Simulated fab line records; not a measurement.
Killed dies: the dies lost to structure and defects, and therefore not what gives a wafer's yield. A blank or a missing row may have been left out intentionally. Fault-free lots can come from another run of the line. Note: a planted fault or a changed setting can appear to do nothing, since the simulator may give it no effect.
Which tool is to blame?    flow n5-finfet    20 lots with 60 wafers sampled at 4 steps, on a route of 1938 steps

## WHAT THE GAUGES READ, wafer by wafer
N5_BEOL_M11_INSPECT_30: inspects for defects (brightfield).
lot   measured      on                 raw-defect-count
L077  day 11 04:36  defect-inspect-02  270 397 304
L076  day 11 18:15  defect-inspect-02  446 471 534
L078  day 12 02:19  defect-inspect-02  297 382 414
L079  day 12 13:01  defect-inspect-01  389 386 572
L080  day 13 04:46  defect-inspect-02  316 269 454
L081  day 13 05:01  defect-inspect-02  425 331 538
L082  day 13 05:25  defect-inspect-01  267 303 478
L084  day 13 12:25  defect-inspect-01  433 325 555
L083  day 13 17:44  defect-inspect-01  587 486 302
L085  day 13 20:58  defect-inspect-01  269 421 410
L086  day 13 21:08  defect-inspect-01  601 386 537
L088  day 14 06:04  defect-inspect-01  480 535 626
L087  day 14 07:37  defect-inspect-02  553 480 350
L090  day 14 16:14  defect-inspect-02  341 291 393
L089  day 15 01:45  defect-inspect-01  458 416 654
L091  day 15 07:49  defect-inspect-01  411 512 367
L092  day 15 10:22  defect-inspect-01  510 470 445
L093  day 15 19:12  defect-inspect-02  447 480 423
L094  day 15 21:48  defect-inspect-01  544 514 558
L096  day 16 14:50  defect-inspect-02  425 376 518

## WHAT TOOL EACH LOT RAN ON (gives the tool, then ch and the chambers of the sampled wafers, and finally the start)
lot   N5_BEOL_M10_PRE_CLEAN_45      N5_BEOL_M11_DESCUM_16               N5_BEOL_M11_ETCH_61
L077  pvd-sputter-03, day 10 19:04  rie-diel-03 ch 2,3, day 11 00:20    rie-diel-03 ch 2,3, day 11 00:22
L076  pvd-sputter-02, day 11 13:38  rie-diel-02 ch 1,2,3, day 11 17:26  rie-diel-02 ch 1,2,3, day 11 17:29
L078  pvd-sputter-01, day 11 19:37  rie-diel-05 ch 0,1,3, day 12 01:31  rie-diel-05 ch 0,1,3, day 12 01:34
L079  pvd-sputter-01, day 12 05:56  rie-diel-05 ch 1,3, day 12 11:15    rie-diel-05 ch 1,3, day 12 11:17
L080  pvd-sputter-03, day 12 22:13  rie-diel-05 ch 0,1,2, day 13 01:28  rie-diel-05 ch 0,1,2, day 13 01:30
L081  pvd-sputter-03, day 12 22:29  rie-diel-05 ch 1,3, day 13 02:16    rie-diel-05 ch 1,3, day 13 02:18
L082  pvd-sputter-03, day 12 23:36  rie-diel-05 ch 0,1,3, day 13 04:29  rie-diel-05 ch 0,1,3, day 13 04:31
L084  pvd-sputter-01, day 13 07:15  rie-diel-05 ch 0,2, day 13 10:43    rie-diel-05 ch 0,2, day 13 10:46
L083  pvd-sputter-01, day 13 09:27  rie-diel-02 ch 0,1,2, day 13 14:10  rie-diel-02 ch 0,1,2, day 13 14:11
L085  pvd-sputter-02, day 13 13:43  rie-diel-03 ch 0,1, day 13 18:24    rie-diel-03 ch 0,1, day 13 18:26
L086  pvd-sputter-02, day 13 14:09  rie-diel-02 ch 0,2, day 13 18:37    rie-diel-02 ch 0,2, day 13 18:39
L088  pvd-sputter-02, day 13 22:41  rie-diel-02 ch 0,1,3, day 14 04:07  rie-diel-02 ch 0,1,3, day 14 04:09
L087  pvd-sputter-03, day 14 00:31  rie-diel-05 ch 1,2, day 14 06:50    rie-diel-05 ch 1,2, day 14 06:52
L090  pvd-sputter-03, day 14 07:39  rie-diel-02 ch 0,2, day 14 12:28    rie-diel-02 ch 0,2, day 14 12:30
L089  pvd-sputter-03, day 14 17:45  rie-diel-03 ch 0,1,3, day 14 21:59  rie-diel-03 ch 0,1,3, day 14 22:01
L091  pvd-sputter-03, day 15 02:47  rie-diel-02 ch 1,2,3, day 15 06:29  rie-diel-02 ch 1,2,3, day 15 06:31
L092  pvd-sputter-03, day 15 05:41  rie-diel-05 ch 0,1,3, day 15 09:15  rie-diel-05 ch 0,1,3, day 15 09:17
L093  pvd-sputter-01, day 15 11:40  rie-diel-03 ch 1,2,3, day 15 16:16  rie-diel-03 ch 1,2,3, day 15 16:19
L094  pvd-sputter-02, day 15 16:09  rie-diel-02 ch 1,2,3, day 15 20:29  rie-diel-02 ch 1,2,3, day 15 20:31
L096  pvd-sputter-02, day 16 09:33  rie-diel-02 ch 1,2, day 16 13:22    rie-diel-02 ch 1,2, day 16 13:24
- N5_BEOL_M10_PRE_CLEAN_45: time 30 s.
- N5_BEOL_M11_DESCUM_16: chemistry O2, time 7.9 s.
- N5_BEOL_M11_ETCH_61: etches SiARC in CF4, target depth 39 nm, time 65 s.

## AS READ BY THE TOOLS THEMSELVES (means over the sampled wafers that have a number; for cases with no such wafer, the mark the record gives instead)
N5_BEOL_M10_PRE_CLEAN_45.
lot   tool            heater-power-w (W)
L077  pvd-sputter-03  363
L076  pvd-sputter-02  324
L078  pvd-sputter-01  333
L079  pvd-sputter-01  305
L080  pvd-sputter-03  326
L081  pvd-sputter-03  307
L082  pvd-sputter-03  311
L084  pvd-sputter-01  341
L083  pvd-sputter-01  309
L085  pvd-sputter-02  323
L086  pvd-sputter-02  344
L088  pvd-sputter-02  330
L087  pvd-sputter-03  334
L090  pvd-sputter-03  362
L089  pvd-sputter-03  357
L091  pvd-sputter-03  361
L092  pvd-sputter-03  335
L093  pvd-sputter-01  311
L094  pvd-sputter-02  321
L096  pvd-sputter-02  324

N5_BEOL_M11_DESCUM_16.
lot   tool         chamber-pressure-mTorr (mTorr)  drypump-motor-current-A (A)  oes-product-au (a.u.)  rf-vpp-V (V)  showerhead-plenum-p-Torr (Torr)  throttle-valve-pct (%)
L077  rie-diel-03  19.997                          5.6                          0.88                   244.0         2.14                             20.38
L076  rie-diel-02  20.010                          6.2                          0.80                   244.4         2.18                             20.27
L078  rie-diel-05  19.991                          5.9                          0.80                   243.5         2.10                             20.41
L079  rie-diel-05  20.004                          5.6                          0.78                   244.5         2.14                             20.55
L080  rie-diel-05  19.997                          6.2                          0.81                   242.7         2.09                             20.42
L081  rie-diel-05  19.983                          5.6                          0.77                   244.5         2.14                             20.54
L082  rie-diel-05  19.998                          5.9                          0.79                   243.5         2.10                             20.42
L084  rie-diel-05  20.000                          6.6                          0.73                   242.4         2.05                             20.40
L083  rie-diel-02  20.002                          5.8                          0.87                   244.7         2.15                             20.09
L085  rie-diel-03  20.014                          5.7                          0.82                   243.2         2.04                             20.55
L086  rie-diel-02  20.007                          5.7                          0.91                   245.3         2.19                             20.05
L088  rie-diel-02  19.992                          5.9                          0.92                   244.0         2.13                             20.11
L087  rie-diel-05  20.008                          5.7                          0.86                   243.1         2.13                             20.46
L090  rie-diel-02  20.012                          5.4                          0.91                   245.0         2.14                             20.04
L089  rie-diel-03  19.989                          5.4                          0.76                   243.7         2.08                             20.64
L091  rie-diel-02  19.985                          6.1                          0.86                   244.4         2.17                             20.15
L092  rie-diel-05  20.006                          5.9                          0.76                   242.8         2.09                             20.43
L093  rie-diel-03  20.008                          5.4                          0.75                   243.0         2.11                             20.64
L094  rie-diel-02  20.001                          6.2                          0.86                   243.8         2.17                             20.16
L096  rie-diel-02  19.996                          6.2                          0.79                   243.6         2.15                             20.19

N5_BEOL_M11_ETCH_61.
lot   tool         chamber-pressure-mTorr (mTorr)  drypump-motor-current-A (A)  etch-rf-on-time-s (s)  oes-product-au (a.u.)  rf-vpp-V (V)  showerhead-plenum-p-Torr (Torr)  throttle-valve-pct (%)
L077  rie-diel-03  39.99                           5.6                          64.9                   0.74                   184.1         2.20                             15.61
L076  rie-diel-02  40.01                           6.1                          66.6                   0.68                   185.3         2.22                             15.40
L078  rie-diel-05  39.98                           5.9                          66.0                   0.67                   183.7         2.15                             15.56
L079  rie-diel-05  40.01                           5.7                          65.4                   0.66                   184.4         2.19                             15.73
L080  rie-diel-05  40.00                           6.2                          66.1                   0.67                   183.6         2.12                             15.46
L081  rie-diel-05  40.00                           5.6                          66.6                   0.65                   184.3         2.19                             15.74
L082  rie-diel-05  39.98                           5.9                          65.8                   0.66                   183.3         2.15                             15.58
L084  rie-diel-05  39.98                           6.6                          67.8                   0.61                   183.6         2.08                             15.47
L083  rie-diel-02  40.05                           5.8                          66.0                   0.74                   185.4         2.21                             15.31
L085  rie-diel-03  39.99                           5.7                          62.4                   0.71                   183.0         2.10                             15.82
L086  rie-diel-02  40.00                           5.7                          66.8                   0.76                   185.0         2.25                             15.27
L088  rie-diel-02  39.99                           5.9                          64.5                   0.78                   184.7         2.18                             15.29
L087  rie-diel-05  39.99                           5.7                          65.5                   0.71                   184.0         2.16                             15.48
L090  rie-diel-02  39.99                           5.4                          66.1                   0.77                   185.3         2.22                             15.33
L089  rie-diel-03  40.01                           5.3                          63.6                   0.66                   184.0         2.14                             15.84
L091  rie-diel-02  40.02                           6.1                          66.7                   0.73                   184.8         2.21                             15.27
L092  rie-diel-05  39.97                           5.9                          66.7                   0.64                   184.1         2.14                             15.60
L093  rie-diel-03  39.99                           5.4                          64.3                   0.65                   185.1         2.17                             15.83
L094  rie-diel-02  40.02                           6.2                          65.7                   0.73                   184.9         2.21                             15.28
L096  rie-diel-02  40.01                           6.2                          65.4                   0.67                   184.6         2.20                             15.35

## THE ANSWER, worked out from the rows above alone
Rule: the usual values come from the lots themselves. Put in order of their means at a reading, lots are off if they are a third of the lots or fewer, leave a main group of 4 or more, and stand apart from it by a gap of 3 or more times the standard deviation of the main group's means; of several such gaps the widest counts. The tables above print the reading to a certain number of digits; a main group whose means all agree to those digits is not used. Also off: a lot with no number at a reading for which 4 or more lots have one. The other lots that the step has rows for count as sound. After the gauges, taken in route order, come the tools' own readings; for these a lot's mean is taken, as printed above. At the first step where some lot is off, the reading lying furthest off is the one used; lots without a number count as furthest.
No lot is off at any reading shown: from this, nothing can be told.

## WHAT THE SIMULATOR HAD PUT IN
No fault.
